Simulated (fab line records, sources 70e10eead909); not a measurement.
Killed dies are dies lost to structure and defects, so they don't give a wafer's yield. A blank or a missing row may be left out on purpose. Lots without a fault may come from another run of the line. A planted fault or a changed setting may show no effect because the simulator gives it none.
Chamber matching | flow nand_harc | NHARC_A_BONDPAD_ETCH_34 on rie_diel-05: 4 sister chambers
The step etches the open film in N2/H2, target depth 60 nm, overetch 18 nm, time 65.91 s. 18 wafers are shown with their chamber, then 9 later ones without.

WAFERS WITH THEIR CHAMBER
wafer  | chamber | drypump_motor_current_A (A) | rf_vpp_V (V) | oes_product_au (a.u.)
L368.1 | 0       | 5.6                         | 426          | 0.994
L368.3 | 1       | 6.1                         | 430          | 0.999
L368.6 | 1       | 6.1                         | 432          | 1.006
L369.2 | 0       | 5.5                         | 427          | 0.994
L369.4 | 2       | 6.2                         | 427          | 1.029
L369.6 | 3       | 6.6                         | 433          | 1.024
L371.1 | 1       | 6.1                         | 432          | 1.013
L371.3 | 2       | 6.2                         | 427          | 1.027
L371.6 | 2       | 6.2                         | 426          | 1.017
L374.1 | 3       | 6.6                         | 434          | 1.018
L374.3 | 2       | 6.2                         | 427          | 1.035
L374.4 | 1       | 6.1                         | 432          | 1.005
L377.1 | 1       | 6.1                         | 432          | 0.998
L377.5 | 2       | 6.2                         | 426          | 1.021
L377.6 | 3       | 6.7                         | 433          | 1.011
L383.1 | 1       | 6.1                         | 432          | 0.984
L383.3 | 0       | 5.6                         | 427          | 0.993
L383.5 | 1       | 6.1                         | 433          | 0.990

SIGNATURES (means of the wafers above)
reading                 | chamber 0 | chamber 1 | chamber 2 | chamber 3 | scatter within a chamber
drypump_motor_current_A | 5.567     | 6.100     | 6.200     | 6.633     | 0.0309
rf_vpp_V                | 426.67    | 431.86    | 426.60    | 433.33    | 0.727
oes_product_au          | 0.99367   | 0.99929   | 1.02580   | 1.01767   | 0.00788
Rule: a wafer's distance from a chamber is the root of the sum, over the readings, of the square of ((its reading less the chamber's mean) divided by the reading's scatter). The wafer belongs to the nearest chamber; if the next one is less than 2 further off, it can't be placed. The scatter: the root of (the sum of the squares of (reading less its chamber's mean) over the shown wafers, divided by (wafers less chambers)).

WAFERS WITHOUT THEIR CHAMBER
wafer  | drypump_motor_current_A (A) | rf_vpp_V (V) | oes_product_au (a.u.)
L386.1 | 6.2                         | 426          | 1.000
L386.3 | 5.6                         | 429          | 1.012
L386.5 | 6.6                         | 435          | 1.005
L385.2 | 6.2                         | 426          | 1.011
L385.3 | 6.6                         | 433          | 0.998
L385.5 | 6.6                         | 433          | 1.005
L389.2 | 6.2                         | 426          | 1.012
L389.4 | 6.0                         | 434          | 0.994
L389.5 | 6.7                         | 434          | 1.021

WHICH CHAMBER EACH WENT THROUGH
wafer  | from the rows above | in truth
L386.1 | 2                   | 2
L386.3 | 0                   | 0
L386.5 | 3                   | 3
L385.2 | 2                   | 2
L385.3 | 3                   | 3
L385.5 | 3                   | 3
L389.2 | 2                   | 2
L389.4 | 1                   | 1
L389.5 | 3                   | 3
Placed correctly: 9 of 9. Can't be placed from these rows: 0. Placed wrongly: 0.
